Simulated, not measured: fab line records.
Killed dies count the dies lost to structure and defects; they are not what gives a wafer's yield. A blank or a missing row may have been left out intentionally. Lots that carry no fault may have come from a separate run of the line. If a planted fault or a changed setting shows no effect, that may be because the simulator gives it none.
Chamber matching -- flow nand-harc -- NHARC_A_STAIRCASE_DEP_322 on pecvd-01: 3 sister chambers
The step deposits SiO2, target thk 7200 nm. 3 wafers are shown with their chamber, then 7 later ones without.

## WAFERS, EACH WITH ITS CHAMBER
wafer,chamber,heater-power-w (W)
L085.6,0,587
L088.2,1,752
L088.5,2,620

## WAFERS WHOSE CHAMBER IS MISSING
wafer,heater-power-w (W)
L088.6,606
L091.2,598
L091.4,595
L091.5,604
L097.1,682
L097.3,613
L097.6,613

## THE CHAMBER EACH PASSED THROUGH
wafer,from the rows above,in truth
L088.6,can't be placed: 2 or 0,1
L091.2,can't be placed: 0 or 2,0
L091.4,can't be placed: 0 or 2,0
L091.5,can't be placed: 2 or 0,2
L097.1,can't be placed: 2 or 1 or 0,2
L097.3,can't be placed: 2 or 0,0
L097.6,can't be placed: 2 or 0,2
Placed correctly: 0 of 7. From these rows, 7 cannot be placed; in 6 the true chamber is one of the candidates. Placed wrongly: 0.
How it was worked out, from the rows above alone: a wafer's distance from a chamber is the root of the sum, over the readings, of the square of ((its reading less the chamber's mean) divided by the reading's scatter). The wafer belongs to the nearest chamber; if the next one is less than 2 further off, it can't be placed. The mean given for a chamber averages the wafers shown for that chamber. The scatter: root of mean squared gap, hidden wafer to nearest shown wafer, with one shown wafer a chamber.
